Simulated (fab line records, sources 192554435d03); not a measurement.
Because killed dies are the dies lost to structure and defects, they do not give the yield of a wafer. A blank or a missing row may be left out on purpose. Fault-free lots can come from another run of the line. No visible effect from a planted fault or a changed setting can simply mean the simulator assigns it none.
Split-lot trial / flow n5-finfet / 39 wafers read from 7 lots, route of 1938 steps

## THE SPLIT
At N5_FIN_SAQP_MANDREL_ETCH_22 (etches a-Si in HBr/Cl2, stops on SiNx, target depth 60 nm, bt time 10 s, time 30 s), the setting target-depth-a was moved away from the recipe's 600 angstrom on 15 of the 39 wafers read, by +6.8% to +12.0%. For the rest of the wafers, this setting stayed at what the recipe calls for.

The reading comes from the split's own step.

## THE READING
oes-product-au, in a.u., at N5_FIN_SAQP_MANDREL_ETCH_22 (etches a-Si in HBr/Cl2, stops on SiNx, target depth 60 nm, bt time 10 s, time 30 s). On this fab line, fault-free wafers typically give 0.776 a.u. with a standard deviation of 0.013 a.u.

wafer=L076.1; tool, chamber at the split=rie-si-01, 1; target-depth-a as run, angstrom=600; against the recipe=recipe; oes-product-au, a.u.=0.763; against lot-mates on the recipe=-
wafer=L076.2; tool, chamber at the split=rie-si-01, 3; target-depth-a as run, angstrom=672; against the recipe=+12.0%; oes-product-au, a.u.=0.726; against lot-mates on the recipe=-0.052
wafer=L076.3; tool, chamber at the split=rie-si-01, 2; target-depth-a as run, angstrom=672; against the recipe=+12.0%; oes-product-au, a.u.=0.720; against lot-mates on the recipe=-0.058
wafer=L076.4; tool, chamber at the split=rie-si-01, 0; target-depth-a as run, angstrom=600; against the recipe=recipe; oes-product-au, a.u.=0.792; against lot-mates on the recipe=-
wafer=L076.5; tool, chamber at the split=rie-si-01, 1; target-depth-a as run, angstrom=600; against the recipe=recipe; oes-product-au, a.u.=0.780; against lot-mates on the recipe=-
wafer=L076.6; tool, chamber at the split=rie-si-01, 0; target-depth-a as run, angstrom=672; against the recipe=+12.0%; oes-product-au, a.u.=0.744; against lot-mates on the recipe=-0.034
wafer=L077.1; tool, chamber at the split=rie-si-01, 1; target-depth-a as run, angstrom=600; against the recipe=recipe; oes-product-au, a.u.=0.753; against lot-mates on the recipe=-
wafer=L077.3; tool, chamber at the split=rie-si-01, 2; target-depth-a as run, angstrom=600; against the recipe=recipe; oes-product-au, a.u.=0.775; against lot-mates on the recipe=-
wafer=L077.4; tool, chamber at the split=rie-si-01, 3; target-depth-a as run, angstrom=600; against the recipe=recipe; oes-product-au, a.u.=0.780; against lot-mates on the recipe=-
wafer=L082.1; tool, chamber at the split=rie-si-03, 1; target-depth-a as run, angstrom=600; against the recipe=recipe; oes-product-au, a.u.=0.782; against lot-mates on the recipe=-
wafer=L082.2; tool, chamber at the split=rie-si-03, 2; target-depth-a as run, angstrom=641; against the recipe=+6.8%; oes-product-au, a.u.=0.734; against lot-mates on the recipe=-0.059
wafer=L082.3; tool, chamber at the split=rie-si-03, 0; target-depth-a as run, angstrom=641; against the recipe=+6.8%; oes-product-au, a.u.=0.726; against lot-mates on the recipe=-0.067
wafer=L082.4; tool, chamber at the split=rie-si-03, 3; target-depth-a as run, angstrom=600; against the recipe=recipe; oes-product-au, a.u.=0.805; against lot-mates on the recipe=-
wafer=L082.5; tool, chamber at the split=rie-si-03, 1; target-depth-a as run, angstrom=600; against the recipe=recipe; oes-product-au, a.u.=0.791; against lot-mates on the recipe=-
wafer=L082.6; tool, chamber at the split=rie-si-03, 2; target-depth-a as run, angstrom=641; against the recipe=+6.8%; oes-product-au, a.u.=0.727; against lot-mates on the recipe=-0.066
wafer=L084.1; tool, chamber at the split=rie-si-04, 0; target-depth-a as run, angstrom=662.3; against the recipe=+10.4%; oes-product-au, a.u.=0.735; against lot-mates on the recipe=-0.054
wafer=L084.2; tool, chamber at the split=rie-si-04, 2; target-depth-a as run, angstrom=662.3; against the recipe=+10.4%; oes-product-au, a.u.=0.730; against lot-mates on the recipe=-0.059
wafer=L084.3; tool, chamber at the split=rie-si-04, 3; target-depth-a as run, angstrom=600; against the recipe=recipe; oes-product-au, a.u.=0.784; against lot-mates on the recipe=-
wafer=L084.4; tool, chamber at the split=rie-si-04, 1; target-depth-a as run, angstrom=600; against the recipe=recipe; oes-product-au, a.u.=0.792; against lot-mates on the recipe=-
wafer=L084.5; tool, chamber at the split=rie-si-04, 1; target-depth-a as run, angstrom=662.3; against the recipe=+10.4%; oes-product-au, a.u.=0.750; against lot-mates on the recipe=-0.039
wafer=L084.6; tool, chamber at the split=rie-si-04, 0; target-depth-a as run, angstrom=600; against the recipe=recipe; oes-product-au, a.u.=0.790; against lot-mates on the recipe=-
wafer=L088.1; tool, chamber at the split=rie-si-01, 1; target-depth-a as run, angstrom=600; against the recipe=recipe; oes-product-au, a.u.=0.759; against lot-mates on the recipe=-
wafer=L088.2; tool, chamber at the split=rie-si-01, 3; target-depth-a as run, angstrom=600; against the recipe=recipe; oes-product-au, a.u.=0.772; against lot-mates on the recipe=-
wafer=L088.3; tool, chamber at the split=rie-si-01, 0; target-depth-a as run, angstrom=655.4; against the recipe=+9.2%; oes-product-au, a.u.=0.741; against lot-mates on the recipe=-0.027
wafer=L088.4; tool, chamber at the split=rie-si-01, 2; target-depth-a as run, angstrom=600; against the recipe=recipe; oes-product-au, a.u.=0.773; against lot-mates on the recipe=-
wafer=L088.5; tool, chamber at the split=rie-si-01, 2; target-depth-a as run, angstrom=655.4; against the recipe=+9.2%; oes-product-au, a.u.=0.740; against lot-mates on the recipe=-0.028
wafer=L088.6; tool, chamber at the split=rie-si-01, 1; target-depth-a as run, angstrom=655.4; against the recipe=+9.2%; oes-product-au, a.u.=0.730; against lot-mates on the recipe=-0.038
wafer=L091.1; tool, chamber at the split=rie-si-01, 1; target-depth-a as run, angstrom=642.7; against the recipe=+7.1%; oes-product-au, a.u.=0.728; against lot-mates on the recipe=-0.045
wafer=L091.2; tool, chamber at the split=rie-si-01, 3; target-depth-a as run, angstrom=600; against the recipe=recipe; oes-product-au, a.u.=0.772; against lot-mates on the recipe=-
wafer=L091.3; tool, chamber at the split=rie-si-01, 0; target-depth-a as run, angstrom=642.7; against the recipe=+7.1%; oes-product-au, a.u.=0.755; against lot-mates on the recipe=-0.018
wafer=L091.4; tool, chamber at the split=rie-si-01, 2; target-depth-a as run, angstrom=642.7; against the recipe=+7.1%; oes-product-au, a.u.=0.748; against lot-mates on the recipe=-0.025
wafer=L091.5; tool, chamber at the split=rie-si-01, 1; target-depth-a as run, angstrom=600; against the recipe=recipe; oes-product-au, a.u.=0.765; against lot-mates on the recipe=-
wafer=L091.6; tool, chamber at the split=rie-si-01, 0; target-depth-a as run, angstrom=600; against the recipe=recipe; oes-product-au, a.u.=0.781; against lot-mates on the recipe=-
wafer=L095.1; tool, chamber at the split=rie-si-01, 2; target-depth-a as run, angstrom=600; against the recipe=recipe; oes-product-au, a.u.=0.769; against lot-mates on the recipe=-
wafer=L095.2; tool, chamber at the split=rie-si-01, 0; target-depth-a as run, angstrom=600; against the recipe=recipe; oes-product-au, a.u.=0.783; against lot-mates on the recipe=-
wafer=L095.3; tool, chamber at the split=rie-si-01, 3; target-depth-a as run, angstrom=600; against the recipe=recipe; oes-product-au, a.u.=0.769; against lot-mates on the recipe=-
wafer=L095.4; tool, chamber at the split=rie-si-01, 1; target-depth-a as run, angstrom=600; against the recipe=recipe; oes-product-au, a.u.=0.770; against lot-mates on the recipe=-
wafer=L095.5; tool, chamber at the split=rie-si-01, 1; target-depth-a as run, angstrom=600; against the recipe=recipe; oes-product-au, a.u.=0.770; against lot-mates on the recipe=-
wafer=L095.6; tool, chamber at the split=rie-si-01, 2; target-depth-a as run, angstrom=600; against the recipe=recipe; oes-product-au, a.u.=0.776; against lot-mates on the recipe=-

FIT RESULTS
A straight line over all 39 wafers: oes-product-au changes by -0.00427 a.u. for each +1% of target-depth-a; r = -0.86; the points scatter about the line by 0.012 a.u.
The same after taking each lot's own level away (the mean of its wafers on the recipe; 39 wafers): -0.00455 a.u. for each +1%; r = -0.86; scatter 0.013 a.u.
According to that fit, moving target-depth-a by its largest amount changes the reading by 0.055 a.u.
The span of the lots' own levels, 0.7680 to 0.7927 a.u., comes to 1.9 times the standard deviation stated above.
Hence the lot-to-lot level has little effect on the slope; both slopes agree.
Check: -0.0562 a.u. against its lot-mates is what the line predicts for one of the wafers moved furthest among these (+12.0%) when that wafer is left out of the fit. It came out at -0.0523 a.u. against them.
Tool readings at the split's step, against how far the setting was moved: oes-product-au r = -0.86.

## THE OTHER SPLITS THESE WAFERS WENT THROUGH
Other splits were also applied to these wafers ahead of the reading. Each is held against what the fit with the lots' levels taken away leaves over:
other split on the same wafers=N5_FIN_SAQP_EXPOSE_13 dose-mj; wafers away from the commonest value=12; r with oes-product-au (lot level and that fit taken away)=-0.01

## THE WHOLE CHAIN: every reading that the file lists as answering this split, in the file's order
step=N5_FIN_SAQP_MANDREL_ETCH_22; what it does=etches a-Si in HBr/Cl2, stops on SiNx, target depth 60 nm, bt time 10 s, time 30 s; reading=oes-product-au; change (the file's fit)=-0.00468 a.u. for each +1% of the setting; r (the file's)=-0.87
step=N5_FIN_SAQP_MANDREL_ETCH_22; what it does=etches a-Si in HBr/Cl2, stops on SiNx, target depth 60 nm, bt time 10 s, time 30 s; reading=SOC_of_FIN_SAQP_COAT_49.thk-nm (the simulator's own value, which no gauge read); change (the file's fit)=-0.231 nm for each +1% of the setting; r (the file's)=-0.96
step=N5_FIN_SAQP_MANDREL_ETCH_22; what it does=etches a-Si in HBr/Cl2, stops on SiNx, target depth 60 nm, bt time 10 s, time 30 s; reading=SiNx_of_FIN_SAQP_PECVD_48.thk-nm (the simulator's own value, which no gauge read); change (the file's fit)=-0.151 nm for each +1% of the setting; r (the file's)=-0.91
step=N5_FIN_SAQP_ETCH_57; what it does=etches SiNx in CH3F/O2, target depth 32.5 nm, time 46.4 s; reading=etch.depth-nm (the simulator's own value, which no gauge read); change (the file's fit)=-0.151 nm for each +1% of the setting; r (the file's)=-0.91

## FILE'S OWN FIT
oes-product-au changes by -0.00468 a.u. for each +1% of target-depth-a, r = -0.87.
